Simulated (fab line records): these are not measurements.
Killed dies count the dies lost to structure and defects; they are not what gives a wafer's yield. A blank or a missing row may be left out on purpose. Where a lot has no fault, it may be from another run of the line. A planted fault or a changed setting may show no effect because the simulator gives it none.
Matching of chambers | flow nandHarc | 4 sister chambers for NHARC_HYBRID_BOND_ACTIVATE_00 on rieDiel-06
The step chemistry N2, time 60 s. 4 wafers are shown with their chamber, then 7 later ones without.

== EACH WAFER AND ITS CHAMBER ==
wafer  | chamber | showerheadPlenumPTorr (Torr)
L933.5 | 2       | 1.78
L946.3 | 3       | 1.77
L947.1 | 1       | 1.62
L947.2 | 0       | 1.70

== WAFERS WITHOUT THEIR CHAMBER ==
wafer  | showerheadPlenumPTorr (Torr)
L947.4 | 1.77
L948.1 | 1.62
L948.3 | 1.77
L948.5 | 1.70
L953.2 | 1.76
L953.3 | 1.69
L953.5 | 1.77

== THE CHAMBER EACH PASSED THROUGH ==
wafer  | from the rows above     | in truth
L947.4 | can't be placed: 3 or 2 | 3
L948.1 | 1                       | 1
L948.3 | can't be placed: 3 or 2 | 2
L948.5 | 0                       | 0
L953.2 | can't be placed: 3 or 2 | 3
L953.3 | 0                       | 0
L953.5 | can't be placed: 3 or 2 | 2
3 of 7 placed correctly. Not placeable from these rows: 4 (in 4, the candidates include the true chamber). Placed wrongly: 0.
How it was worked out, from the rows above alone: a wafer's distance from a chamber is the root of the sum, over the readings, of the square of ((its reading less the chamber's mean) divided by the reading's scatter). If the next closest chamber is less than 2 further off than the closest, the wafer can't be placed; otherwise it belongs to the closest. The mean given for a chamber averages the wafers shown for that chamber. The scatter (one wafer shown for each chamber): square how far every hidden wafer sits from the nearest shown wafer, average those squares and take the square root.
